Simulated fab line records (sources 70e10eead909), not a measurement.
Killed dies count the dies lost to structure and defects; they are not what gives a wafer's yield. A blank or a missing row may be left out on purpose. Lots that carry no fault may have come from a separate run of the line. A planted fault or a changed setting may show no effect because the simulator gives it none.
A struck lot beside a sound one -- flow nand harc -- 15 steps out of a route of 1302
Sound: these wafers, L757.1, L757.3, L757.6. Wafers struck: L766.1, L766.3, L766.5. The cause comes at the end.
Order at every step that has rows: each side's tool, ch and its chambers, its first start. Under that, the readings that differ: sound wafers -- struck wafers -- difference of the means -- sigmas: that difference in standard deviations of wafers without a fault.
alike: readings whose means differ by less than 2 such deviations, and words and numbers that are the same on both sides. not compared: withheld readings, readings that some wafer has no value for, bounds like >300 that may hide the same value, and numbers for which the record gives no deviation and whose values overlap.
A row with sigmas, a row that says differs or no value, or rows on one side alone: a step with any of these is where the two part. Non-overlapping numbers with no deviation appear without sigmas and do not part them. Lack of a reading on every wafer of one side parts them only where that side has two or more wafers.

NHARC_P_START_INSPECT_01:
  sound on defect inspect-02, day 5 04:02; struck on defect inspect-02, day 8 22:02
  alike: raw defect count
then, 7 steps without rows for these wafers: NHARC_P_ZERO_WELL_PRECLEAN_00 (cleans in SPM, time 600 s); NHARC_P_ZERO_WELL_SRD_01; NHARC_P_ZERO_WELL_PECVD_02 (deposits SiO2, target thk 10 nm); NHARC_P_ZERO_WELL_DEHYDRATE_03 (time 120 s); NHARC_P_ZERO_WELL_HMDS_04 (time 30 s); NHARC_P_ZERO_WELL_COAT_64 (time 65 s); NHARC_P_ZERO_WELL_COAT_05 (resist thk 600 nm).
NHARC_P_ZERO_WELL_SOFTBAKE_06: time 70 s.
  sound on litho track-02 ch 0, day 5 04:00; struck on litho track-02 ch 0, day 8 22:00
reading,sound,struck,difference,sigmas
heater power total W (W),201.4 199.4 200.1,214.9 217.5 215.8,+15.8,+12
plate temp C (C),125.04 124.88 125.05,132.06 132.09 131.99,+7.06,+50
then, 4 steps without rows for these wafers: NHARC_P_ZERO_WELL_EBR_07; NHARC_P_ZERO_WELL_EXPOSE_08 (exposes mask P ZERO, target cd 500 nm); NHARC_P_ZERO_WELL_PEB_09 (peb time 80 s); NHARC_P_ZERO_WELL_DEVELOP_10 (time 50 s).
NHARC_P_ZERO_WELL_CD_MEAS_11: target cd 500 nm.
  sound on cd sem-03 ch 0, day 5 05:08; struck on cd sem-03 ch 0, day 8 23:07
reading,sound,struck,difference,sigmas
cd nm (nm),499.2 498.9 501.1,520.0 520.2 522.7,+21.2,+11
then, 1 step without rows for these wafers: NHARC_P_ZERO_WELL_HARDBAKE_12 (time 65 s).

== WHERE THEY PART ==
First at NHARC_P_ZERO_WELL_SOFTBAKE_06; last, within this record, at NHARC_P_ZERO_WELL_CD_MEAS_11.

WHY: the cause the simulator had injected
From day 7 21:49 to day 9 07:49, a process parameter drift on litho track-02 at NHARC_P_ZERO_WELL_SOFTBAKE_06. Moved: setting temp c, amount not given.
